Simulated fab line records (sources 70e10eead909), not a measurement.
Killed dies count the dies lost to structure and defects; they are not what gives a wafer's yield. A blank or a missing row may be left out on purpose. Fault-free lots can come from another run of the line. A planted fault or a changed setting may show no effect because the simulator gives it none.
Which tool is to blame?	flow nand harc	Sampling: 12 lots, 36 wafers, 5 of 1159 route steps

## WHAT THE GAUGES READ, wafer by wafer
NHARC_END_SORT_01. Usual: killed at array 28, standard deviation 8.9; killed at other 0.8, standard deviation 1.2; killed at periphery 3.3, standard deviation 2.3; killed dies 32, standard deviation 9.4; killed open 3.2, standard deviation 1.8; killed short 1.9, standard deviation 1.4.
lot	measured	on	killed at array	killed at other	killed at periphery	killed dies	killed open	killed short	flag
L333	day 21 14:48	prober-01	356 21 370	3 2 0	1 0 1	360 23 371	1 2 3	3 1 1	OFF
L335	day 22 21:15	prober-01	32 419 26	0 0 2	1 2 1	33 421 29	2 2 6	4 1 1	OFF
L336	day 23 02:58	prober-02	32 375 42	6 5 4	1 6 8	39 386 54	3 2 3	3 2 1	OFF
L346	day 25 08:47	prober-01	22 19 23	0 0 1	4 5 6	26 24 30	4 3 1	3 3 2	

## EACH LOT AND THE TOOL THAT RAN IT (in order: tool; ch and the chambers of the sampled wafers; start)
lot	NHARC_A_STAIRCASE_TRIM_12	NHARC_A_STAIRCASE_ETCH_13	NHARC_A_STAIRCASE_ETCH_19	NHARC_A_STAIRCASE_ETCH_21
L324	rie diel-05 ch 0,3, day 10 04:33	rie diel-05 ch 1,2, day 10 04:43	rie diel-05 ch 0,2,3, no start	rie diel-05 ch 0,2,3, no start
L325	rie diel-05 ch 0,3, day 11 04:14	rie diel-05 ch 0,1, day 11 04:23	rie diel-05 ch 0,1,2, no start	rie diel-10 ch 0,1,2, no start
L326	rie diel-05 ch 0,3, day 11 08:19	rie diel-05 ch 0,3, day 11 08:27	rie diel-05 ch 1,2,3, no start	rie diel-05 ch 0,1,3, no start
L333	rie diel-05 ch 0,1,2, day 12 22:22	rie diel-05 ch 0,1, day 12 22:29	rie diel-05 ch 0,3, day 21 14:48 or earlier	rie diel-01 ch 0,1,2, day 21 14:48 or earlier
L335	rie diel-05 ch 2,3, day 13 23:07	rie diel-05 ch 0,2,3, day 13 23:16	rie diel-05 ch 1,3, day 22 21:15 or earlier	rie diel-10 ch 0,2,3, day 22 21:15 or earlier
L336	rie diel-05 ch 1,2,3, day 14 11:13	rie diel-05 ch 0,2,3, day 14 11:21	rie diel-05 ch 0,1,2, day 23 02:58 or earlier	rie diel-01 ch 0,2,3, day 23 02:58 or earlier
L340	rie diel-10 ch 1,3, day 14 16:40	rie diel-10 ch 0,2, day 14 16:49	rie diel-10 ch 1,2, no start	rie diel-01 ch 1,3, no start
L343	rie diel-01 ch 0,1,2, day 15 02:23	rie diel-01 ch 1,2,3, day 15 02:31	rie diel-01 ch 0,1,2, no start	rie diel-05 ch 0,1,2, no start
L341	rie diel-01 ch 0,2,3, day 15 02:42	rie diel-01 ch 1,2,3, day 15 02:51	rie diel-01 ch 1,2,3, no start	rie diel-05 ch 0,1,3, no start
L342	rie diel-10 ch 0,1,3, day 15 07:10	rie diel-10 ch 0,1,2, day 15 07:20	rie diel-10 ch 0,1,2, no start	rie diel-01 ch 0,2,3, no start
L347	rie diel-01 ch 0,2,3, day 16 03:34	rie diel-01 ch 0,3, day 16 03:41	rie diel-01 ch 1,2,3, no start	rie diel-01 ch 0,2, no start
L346	rie diel-10 ch 1,2,3, day 16 09:16	rie diel-10 ch 1,2,3, day 16 09:24	rie diel-10 ch 0,1,3, day 25 08:47 or earlier	rie diel-05 ch 0,3, day 25 08:47 or earlier
- NHARC_A_STAIRCASE_TRIM_12: chemistry O2, time 211.2 s.
- NHARC_A_STAIRCASE_ETCH_13: etches the open film in C4F8/O2, target depth 100 nm, time 40.5 s.
- NHARC_A_STAIRCASE_ETCH_19: etches the open film in C4F8/O2, target depth 100 nm, time 40.5 s.
- NHARC_A_STAIRCASE_ETCH_21: etches the open film in C4F8/O2, target depth 100 nm, time 40.5 s.

## AS READ BY THE TOOLS THEMSELVES (means over the sampled wafers that have a number; for cases with no such wafer, the mark the record gives instead)
NHARC_A_STAIRCASE_TRIM_12. Usual: drypump motor current A 5.5 A, standard deviation 0.41; mfc ar sccm 0.017 sccm, standard deviation 0.014; oes product au 1.003 a.u., standard deviation 0.0073; rf vpp V 57.6 V, standard deviation 0.87; showerhead plenum p Torr 3.49 Torr, standard deviation 0.16; throttle valve pct 17.036 %, standard deviation 0.0092.
lot	tool	drypump motor current A (A)	mfc ar sccm (sccm)	oes product au (a.u.)	rf vpp V (V)	showerhead plenum p Torr (Torr)	throttle valve pct (%)	flag
L324	rie diel-05	5.4	0.017	1.007	58.0	3.41	17.033	
L325	rie diel-05	5.4	0.017	1.006	57.8	3.40	17.026	
L326	rie diel-05	5.7	0.022	1.000	56.6	3.34	17.034	
L333	rie diel-05	5.8	0.013	0.997	57.6	3.45	17.034	
L335	rie diel-05	5.2	0.013	1.009	58.3	3.52	17.044	
L336	rie diel-05	5.4	0.008	0.997	57.2	3.50	17.031	
L340	rie diel-10	5.4	0.023	1.002	58.7	3.74	17.042	
L343	rie diel-01	5.7	0.013	1.010	57.5	3.46	17.039	
L341	rie diel-01	5.3	0.011	1.007	58.2	3.51	17.027	
L342	rie diel-10	5.3	0.024	1.002	57.5	3.59	17.036	
L347	rie diel-01	5.3	0.011	1.012	56.9	3.50	17.035	
L346	rie diel-10	5.6	0.032	1.014	58.1	3.70	17.042	

NHARC_A_STAIRCASE_ETCH_13. Usual: oes product au 0.941 a.u., standard deviation 0.014; rf vpp V 895 V, standard deviation 6.
lot	tool	oes product au (a.u.)	rf vpp V (V)	flag
L324	rie diel-05	0.954	897	
L325	rie diel-05	0.925	893	
L326	rie diel-05	0.929	892	
L333	rie diel-05	1.060	888	OFF
L335	rie diel-05	1.002	893	OFF
L336	rie diel-05	0.996	892	OFF
L340	rie diel-10	0.928	897	
L343	rie diel-01	0.947	899	
L341	rie diel-01	0.939	899	
L342	rie diel-10	0.938	898	
L347	rie diel-01	0.966	900	
L346	rie diel-10	0.953	902	

NHARC_A_STAIRCASE_ETCH_19. Usual: oes product au 0.944 a.u., standard deviation 0.01; rf vpp V 895 V, standard deviation 5.6.
lot	tool	oes product au (a.u.)	rf vpp V (V)	flag
L324	rie diel-05	0.936	892	
L325	rie diel-05	0.940	894	
L326	rie diel-05	0.940	896	
L333	rie diel-05	0.945	891	
L335	rie diel-05	0.951	894	
L336	rie diel-05	0.943	892	
L340	rie diel-10	0.945	903	
L343	rie diel-01	0.951	894	
L341	rie diel-01	0.930	898	
L342	rie diel-10	0.942	900	
L347	rie diel-01	0.949	899	
L346	rie diel-10	0.967	898	

NHARC_A_STAIRCASE_ETCH_21. Usual: oes product au 0.950 a.u., standard deviation 0.018; rf vpp V 896 V, standard deviation 6.1.
lot	tool	oes product au (a.u.)	rf vpp V (V)	flag
L324	rie diel-05	0.942	893	
L325	rie diel-10	0.969	899	
L326	rie diel-05	0.947	892	
L333	rie diel-01	0.925	893	
L335	rie diel-10	0.955	898	
L336	rie diel-01	0.956	895	
L340	rie diel-01	0.950	903	
L343	rie diel-05	0.913	892	
L341	rie diel-05	0.923	891	
L342	rie diel-01	0.972	895	
L347	rie diel-01	0.951	890	
L346	rie diel-05	0.963	896	

## THE ANSWER, worked out from the rows above alone
Rule: take the mean of a lot's wafers that have a number; if it is more than 3 standard deviations from the usual mean, the lot is off. Also off: a lot with no number at a reading for which 4 or more lots have one. All remaining lots with rows at the step are treated as sound. After the gauges, taken in route order, come the tools' own readings; for these a lot's mean is taken, as printed above. The first step at which some lot is off is used, and at that step the reading that is off furthest; a lot without a number counts as furthest.
Off: L333, L335, L336, at NHARC_END_SORT_01 (killed at array). Neither off nor sound, because the step has no rows for them: L324, L325, L326, L340, L343, L341, L342, L347.
A tool fits if, at a process step before that reading, it ran every lot that is off, and no sound lot after the first of them. The gauges at NHARC_END_SORT_01 aren't tried: what is off there is off at NHARC_A_STAIRCASE_ETCH_13 too, on other tools, and a gauge's error can't cause that. Because NHARC_A_STAIRCASE_ETCH_19 lacks a start for some lots, the hours and order of its lots are taken from NHARC_END_SORT_01. Because NHARC_A_STAIRCASE_ETCH_21 lacks a start for some lots, the hours and order of its lots are taken from NHARC_END_SORT_01. One candidate fits, namely rie diel-05 at NHARC_A_STAIRCASE_TRIM_12 and NHARC_A_STAIRCASE_ETCH_13 and NHARC_A_STAIRCASE_ETCH_19. It ran no sound lot before its first lot that is off in this sample, so the start can't be narrowed down.

## WHAT THE SIMULATOR HAD INSERTED
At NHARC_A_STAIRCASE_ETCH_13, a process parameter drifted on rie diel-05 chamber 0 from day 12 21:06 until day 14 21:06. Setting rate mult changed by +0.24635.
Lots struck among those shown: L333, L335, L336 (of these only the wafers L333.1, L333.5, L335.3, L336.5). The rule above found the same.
